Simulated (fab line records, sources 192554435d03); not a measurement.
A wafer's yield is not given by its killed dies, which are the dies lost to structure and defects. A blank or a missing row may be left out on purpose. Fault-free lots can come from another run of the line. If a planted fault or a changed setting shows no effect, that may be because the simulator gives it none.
Which of the tools did it? :: flow n5Finfet :: 12 lots with 35 wafers sampled at 5 steps, on a route of 1938 steps

## WHAT THE GAUGES SHOWED, per wafer
Not one reading of a measure or inspect step in the record can be checked against a usual standard deviation.

## TOOL THAT RAN EACH LOT (tool first, then ch and the chambers of the sampled wafers, then the start)
lot: L815
N5_BEOL_M13_STRIP_37: plasmaAsher-02 ch 1, day 11 15:52
N5_BEOL_M13_DEGAS_41: pvdSputter-02, day 12 00:26
N5_BEOL_M13_SPUTTER_43: pvdSputter-02, day 12 00:31
N5_BEOL_M14_COAT_58: lithoTrack-04 ch 0, day 12 01:58
N5_PASSIVATION_PROBE_49: prober-01, day 13 15:30

lot: L816
N5_BEOL_M13_STRIP_37: plasmaAsher-01 ch 0,1, day 11 16:40
N5_BEOL_M13_DEGAS_41: pvdSputter-01, day 12 02:19
N5_BEOL_M13_SPUTTER_43: pvdSputter-01, day 12 02:24
N5_BEOL_M14_COAT_58: lithoTrack-02 ch 0, day 12 03:50
N5_PASSIVATION_PROBE_49: -

lot: L819
N5_BEOL_M13_STRIP_37: plasmaAsher-01 ch 0,1, day 12 23:43
N5_BEOL_M13_DEGAS_41: pvdSputter-03, day 13 00:01
N5_BEOL_M13_SPUTTER_43: pvdSputter-03, day 13 00:06
N5_BEOL_M14_COAT_58: lithoTrack-04 ch 0, day 13 01:34
N5_PASSIVATION_PROBE_49: -

lot: L820
N5_BEOL_M13_STRIP_37: plasmaAsher-01 ch 0,1, day 13 02:58
N5_BEOL_M13_DEGAS_41: pvdSputter-02, day 13 03:23
N5_BEOL_M13_SPUTTER_43: pvdSputter-02, day 13 03:28
N5_BEOL_M14_COAT_58: lithoTrack-03 ch 0, day 13 04:55
N5_PASSIVATION_PROBE_49: -

lot: L821
N5_BEOL_M13_STRIP_37: plasmaAsher-02 ch 0,1, day 14 03:04
N5_BEOL_M13_DEGAS_41: pvdSputter-02, day 14 05:18
N5_BEOL_M13_SPUTTER_43: pvdSputter-02, day 14 05:23
N5_BEOL_M14_COAT_58: lithoTrack-03 ch 0, day 14 06:52
N5_PASSIVATION_PROBE_49: prober-02, day 15 14:31

lot: L824
N5_BEOL_M13_STRIP_37: plasmaAsher-02 ch 0,1, day 14 15:48
N5_BEOL_M13_DEGAS_41: pvdSputter-01, day 14 18:49
N5_BEOL_M13_SPUTTER_43: pvdSputter-01, day 14 18:54
N5_BEOL_M14_COAT_58: lithoTrack-03 ch 0, day 14 20:22
N5_PASSIVATION_PROBE_49: prober-02, day 15 19:17

lot: L826
N5_BEOL_M13_STRIP_37: plasmaAsher-02 ch 0,1, day 15 02:23
N5_BEOL_M13_DEGAS_41: pvdSputter-01, day 15 07:34
N5_BEOL_M13_SPUTTER_43: pvdSputter-01, day 15 07:39
N5_BEOL_M14_COAT_58: lithoTrack-03 ch 0, day 15 09:07
N5_PASSIVATION_PROBE_49: prober-02, day 16 19:23

lot: L828
N5_BEOL_M13_STRIP_37: plasmaAsher-02 ch 0,1, day 15 02:55
N5_BEOL_M13_DEGAS_41: pvdSputter-01, day 15 06:56
N5_BEOL_M13_SPUTTER_43: pvdSputter-01, day 15 07:01
N5_BEOL_M14_COAT_58: lithoTrack-03 ch 0, day 15 08:28
N5_PASSIVATION_PROBE_49: prober-01, day 16 14:33

lot: L831
N5_BEOL_M13_STRIP_37: plasmaAsher-01 ch 0,1, day 16 00:44
N5_BEOL_M13_DEGAS_41: pvdSputter-03, day 16 06:15
N5_BEOL_M13_SPUTTER_43: pvdSputter-03, day 16 06:20
N5_BEOL_M14_COAT_58: lithoTrack-02 ch 0, day 16 07:47
N5_PASSIVATION_PROBE_49: -

lot: L830
N5_BEOL_M13_STRIP_37: plasmaAsher-01 ch 0,1, day 16 01:18
N5_BEOL_M13_DEGAS_41: pvdSputter-02, day 16 06:20
N5_BEOL_M13_SPUTTER_43: pvdSputter-02, day 16 06:25
N5_BEOL_M14_COAT_58: lithoTrack-02 ch 0, day 16 08:04
N5_PASSIVATION_PROBE_49: -

lot: L832
N5_BEOL_M13_STRIP_37: plasmaAsher-01 ch 0,1, day 16 08:21
N5_BEOL_M13_DEGAS_41: pvdSputter-02, day 16 09:34
N5_BEOL_M13_SPUTTER_43: pvdSputter-02, day 16 09:39
N5_BEOL_M14_COAT_58: lithoTrack-02 ch 0, day 16 11:35
N5_PASSIVATION_PROBE_49: -

lot: L834
N5_BEOL_M13_STRIP_37: plasmaAsher-01 ch 0,1, day 17 03:40
N5_BEOL_M13_DEGAS_41: pvdSputter-03, day 17 04:49
N5_BEOL_M13_SPUTTER_43: pvdSputter-03, day 17 04:53
N5_BEOL_M14_COAT_58: lithoTrack-02 ch 0, day 17 06:20
N5_PASSIVATION_PROBE_49: prober-01, day 18 07:28
- N5_BEOL_M13_STRIP_37: strips in N2/H2.
- N5_BEOL_M13_DEGAS_41: time 60 s.
- N5_BEOL_M13_SPUTTER_43: material TaN, target thk 15 nm, time 24.19 s.
- N5_BEOL_M14_COAT_58: time 60 s, resist thk 89 nm.
- N5_PASSIVATION_PROBE_49

## WHAT THE TOOLS THEMSELVES READ (means of the sampled wafers that have a number; where no wafer has one, the mark that the record gives instead)
N5_BEOL_M13_STRIP_37. Usual: drypumpMotorCurrentA 5.4 A, standard deviation 0.36; heaterPowerW 344 W, standard deviation 31; oesProductAu 0.784 a.u., standard deviation 0.0095; tempC 250.00 C, standard deviation 0.2.
lot: L815
tool: plasmaAsher-02
drypumpMotorCurrentA (A): 5.2
heaterPowerW (W): 384
oesProductAu (a.u.): 0.788
tempC (C): 249.98
flag: 

lot: L816
tool: plasmaAsher-01
drypumpMotorCurrentA (A): 5.7
heaterPowerW (W): 322
oesProductAu (a.u.): 0.784
tempC (C): 249.90
flag: 

lot: L819
tool: plasmaAsher-01
drypumpMotorCurrentA (A): 5.7
heaterPowerW (W): 325
oesProductAu (a.u.): 0.783
tempC (C): 249.98
flag: 

lot: L820
tool: plasmaAsher-01
drypumpMotorCurrentA (A): 5.7
heaterPowerW (W): 328
oesProductAu (a.u.): 0.792
tempC (C): 249.87
flag: 

lot: L821
tool: plasmaAsher-02
drypumpMotorCurrentA (A): 5.0
heaterPowerW (W): 377
oesProductAu (a.u.): 0.784
tempC (C): 249.98
flag: 

lot: L824
tool: plasmaAsher-02
drypumpMotorCurrentA (A): 5.0
heaterPowerW (W): 371
oesProductAu (a.u.): 0.772
tempC (C): 250.01
flag: 

lot: L826
tool: plasmaAsher-02
drypumpMotorCurrentA (A): 5.0
heaterPowerW (W): 377
oesProductAu (a.u.): 0.778
tempC (C): 249.93
flag: 

lot: L828
tool: plasmaAsher-02
drypumpMotorCurrentA (A): 4.9
heaterPowerW (W): 378
oesProductAu (a.u.): 0.787
tempC (C): 250.28
flag: 

lot: L831
tool: plasmaAsher-01
drypumpMotorCurrentA (A): 5.7
heaterPowerW (W): 317
oesProductAu (a.u.): 0.779
tempC (C): 249.95
flag: 

lot: L830
tool: plasmaAsher-01
drypumpMotorCurrentA (A): 5.7
heaterPowerW (W): 325
oesProductAu (a.u.): 0.787
tempC (C): 250.37
flag: 

lot: L832
tool: plasmaAsher-01
drypumpMotorCurrentA (A): 5.7
heaterPowerW (W): 315
oesProductAu (a.u.): 0.787
tempC (C): 250.03
flag: 

lot: L834
tool: plasmaAsher-01
drypumpMotorCurrentA (A): 5.7
heaterPowerW (W): 322
oesProductAu (a.u.): 0.780
tempC (C): 249.93
flag: 

N5_BEOL_M13_DEGAS_41. Usual: heaterPowerW 323 W, standard deviation 33.
lot: L815
tool: pvdSputter-02
heaterPowerW (W): 328
flag: 

lot: L816
tool: pvdSputter-01
heaterPowerW (W): 339
flag: 

lot: L819
tool: pvdSputter-03
heaterPowerW (W): 293
flag: 

lot: L820
tool: pvdSputter-02
heaterPowerW (W): 320
flag: 

lot: L821
tool: pvdSputter-02
heaterPowerW (W): 313
flag: 

lot: L824
tool: pvdSputter-01
heaterPowerW (W): 328
flag: 

lot: L826
tool: pvdSputter-01
heaterPowerW (W): 334
flag: 

lot: L828
tool: pvdSputter-01
heaterPowerW (W): 328
flag: 

lot: L831
tool: pvdSputter-03
heaterPowerW (W): 279
flag: 

lot: L830
tool: pvdSputter-02
heaterPowerW (W): 298
flag: 

lot: L832
tool: pvdSputter-02
heaterPowerW (W): 337
flag: 

lot: L834
tool: pvdSputter-03
heaterPowerW (W): 293
flag: 

N5_BEOL_M13_SPUTTER_43. Usual: throttleValvePct 29.9 %, standard deviation 1.
lot: L815
tool: pvdSputter-02
throttleValvePct (%): 29.6
flag: 

lot: L816
tool: pvdSputter-01
throttleValvePct (%): 30.2
flag: 

lot: L819
tool: pvdSputter-03
throttleValvePct (%): 30.1
flag: 

lot: L820
tool: pvdSputter-02
throttleValvePct (%): 29.8
flag: 

lot: L821
tool: pvdSputter-02
throttleValvePct (%): 30.2
flag: 

lot: L824
tool: pvdSputter-01
throttleValvePct (%): 30.2
flag: 

lot: L826
tool: pvdSputter-01
throttleValvePct (%): 30.2
flag: 

lot: L828
tool: pvdSputter-01
throttleValvePct (%): 30.3
flag: 

lot: L831
tool: pvdSputter-03
throttleValvePct (%): 29.6
flag: 

lot: L830
tool: pvdSputter-02
throttleValvePct (%): 30.5
flag: 

lot: L832
tool: pvdSputter-02
throttleValvePct (%): 29.6
flag: 

lot: L834
tool: pvdSputter-03
throttleValvePct (%): 29.9
flag: 

N5_BEOL_M14_COAT_58. Usual: chillPlateTempC 23.01 C, standard deviation 0.1; exhaustPa 44.9 Pa, standard deviation 0.86; spinSpeedRpm 1500.0 rpm, standard deviation 0.89.
lot: L815
tool: lithoTrack-04
chillPlateTempC (C): 23.02
exhaustPa (Pa): 45.5
spinSpeedRpm (rpm): 1499.9
flag: 

lot: L816
tool: lithoTrack-02
chillPlateTempC (C): 23.07
exhaustPa (Pa): 44.8
spinSpeedRpm (rpm): 1500.3
flag: 

lot: L819
tool: lithoTrack-04
chillPlateTempC (C): 22.98
exhaustPa (Pa): 44.8
spinSpeedRpm (rpm): 1500.4
flag: 

lot: L820
tool: lithoTrack-03
chillPlateTempC (C): 23.02
exhaustPa (Pa): 45.5
spinSpeedRpm (rpm): 1499.8
flag: 

lot: L821
tool: lithoTrack-03
chillPlateTempC (C): 23.02
exhaustPa (Pa): 44.8
spinSpeedRpm (rpm): 1500.2
flag: 

lot: L824
tool: lithoTrack-03
chillPlateTempC (C): 22.88
exhaustPa (Pa): 44.7
spinSpeedRpm (rpm): 1438.6
flag: OFF

lot: L826
tool: lithoTrack-03
chillPlateTempC (C): 23.03
exhaustPa (Pa): 45.9
spinSpeedRpm (rpm): 1438.3
flag: OFF

lot: L828
tool: lithoTrack-03
chillPlateTempC (C): 22.97
exhaustPa (Pa): 45.1
spinSpeedRpm (rpm): 1439.1
flag: OFF

lot: L831
tool: lithoTrack-02
chillPlateTempC (C): 23.08
exhaustPa (Pa): 43.6
spinSpeedRpm (rpm): 1500.8
flag: 

lot: L830
tool: lithoTrack-02
chillPlateTempC (C): 22.85
exhaustPa (Pa): 44.4
spinSpeedRpm (rpm): 1499.9
flag: 

lot: L832
tool: lithoTrack-02
chillPlateTempC (C): 22.92
exhaustPa (Pa): 45.7
spinSpeedRpm (rpm): 1500.7
flag: 

lot: L834
tool: lithoTrack-02
chillPlateTempC (C): 23.02
exhaustPa (Pa): 45.6
spinSpeedRpm (rpm): 1500.3
flag: 

N5_PASSIVATION_PROBE_49. Usual: defectLimitedYield 91.0 %, standard deviation 1.4; killed_at_M0_to_M3 35, standard deviation 10; killed_at_M4_up 14, standard deviation 5.5; killedAtContacts 13, standard deviation 5.6; killedAtFrontEnd 41, standard deviation 11; killedAtOther 4, standard deviation 3.4; killedDies 106, standard deviation 16; killedOpen 68, standard deviation 12; killedShort 35, standard deviation 7.3; sort_bin_4_leakage 0.3 %, standard deviation 2.1; sort_bin_5_function 5.3 %, standard deviation 0.89; sort_bin_6_memory 3.4 %, standard deviation 0.67; sortNPass 1070, standard deviation 28; sortYieldPct 90.7 %, standard deviation 2.4.
lot: L815
tool: prober-01
defectLimitedYield (%): 89.5
killed_at_M0_to_M3: 35
killed_at_M4_up: 12
killedAtContacts: 18
killedAtFrontEnd: 54
killedAtOther: 4
killedDies: 124
killedOpen: 86
killedShort: 38
sort_bin_4_leakage (%): 0.0
sort_bin_5_function (%): 6.5
sort_bin_6_memory (%): 3.8
sortNPass: 1056
sortYieldPct (%): 89.5
flag: 

lot: L821
tool: prober-02
defectLimitedYield (%): 89.8
killed_at_M0_to_M3: 45
killed_at_M4_up: 9
killedAtContacts: 9
killedAtFrontEnd: 47
killedAtOther: 9
killedDies: 120
killedOpen: 78
killedShort: 41
sort_bin_4_leakage (%): 0.0
sort_bin_5_function (%): 6.0
sort_bin_6_memory (%): 3.9
sortNPass: 1060
sortYieldPct (%): 89.8
flag: 

lot: L824
tool: prober-02
defectLimitedYield (%): 90.9
killed_at_M0_to_M3: 37
killed_at_M4_up: 17
killedAtContacts: 12
killedAtFrontEnd: 37
killedAtOther: 5
killedDies: 108
killedOpen: 73
killedShort: 31
sort_bin_4_leakage (%): 1.8
sort_bin_5_function (%): 4.8
sort_bin_6_memory (%): 4.0
sortNPass: 1051
sortYieldPct (%): 89.1
flag: 

lot: L826
tool: prober-02
defectLimitedYield (%): 91.7
killed_at_M0_to_M3: 30
killed_at_M4_up: 10
killedAtContacts: 11
killedAtFrontEnd: 45
killedAtOther: 3
killedDies: 98
killedOpen: 59
killedShort: 36
sort_bin_4_leakage (%): 0.0
sort_bin_5_function (%): 4.9
sort_bin_6_memory (%): 2.9
sortNPass: 1082
sortYieldPct (%): 91.7
flag: 

lot: L828
tool: prober-01
defectLimitedYield (%): 91.7
killed_at_M0_to_M3: 36
killed_at_M4_up: 13
killedAtContacts: 16
killedAtFrontEnd: 31
killedAtOther: 1
killedDies: 98
killedOpen: 63
killedShort: 32
sort_bin_4_leakage (%): 0.0
sort_bin_5_function (%): 5.0
sort_bin_6_memory (%): 3.0
sortNPass: 1082
sortYieldPct (%): 91.7
flag: 

lot: L834
tool: prober-01
defectLimitedYield (%): 90.2
killed_at_M0_to_M3: 29
killed_at_M4_up: 17
killedAtContacts: 16
killedAtFrontEnd: 43
killedAtOther: 9
killedDies: 115
killedOpen: 73
killedShort: 38
sort_bin_4_leakage (%): 0.0
sort_bin_5_function (%): 5.9
sort_bin_6_memory (%): 3.4
sortNPass: 1065
sortYieldPct (%): 90.2
flag: 

## THE ANSWER, worked out from the rows above alone
Rule: lot off if the mean of its wafers having a number is beyond 3 standard deviations from the usual mean. Also off: a lot with no number at a reading for which 4 or more lots have one. The other lots that the step has rows for count as sound. The gauges are gone through in route order, then the tools' own readings, and for those a lot's mean is taken as printed above. At the first step where some lot is off, the reading lying furthest off is the one used; lots without a number count as furthest.
Off at N5_BEOL_M14_COAT_58 (spinSpeedRpm): L824, L826, L828.
A tool fits if, at that step or a process step before it, it ran every lot that is off, and no sound lot after the first of them. Can't be told from this: 3 tools fit, plasmaAsher-02 at N5_BEOL_M13_STRIP_37, pvdSputter-01 at N5_BEOL_M13_DEGAS_41 and N5_BEOL_M13_SPUTTER_43, lithoTrack-03 at N5_BEOL_M14_COAT_58.

## WHAT THE SIMULATOR PUT IN
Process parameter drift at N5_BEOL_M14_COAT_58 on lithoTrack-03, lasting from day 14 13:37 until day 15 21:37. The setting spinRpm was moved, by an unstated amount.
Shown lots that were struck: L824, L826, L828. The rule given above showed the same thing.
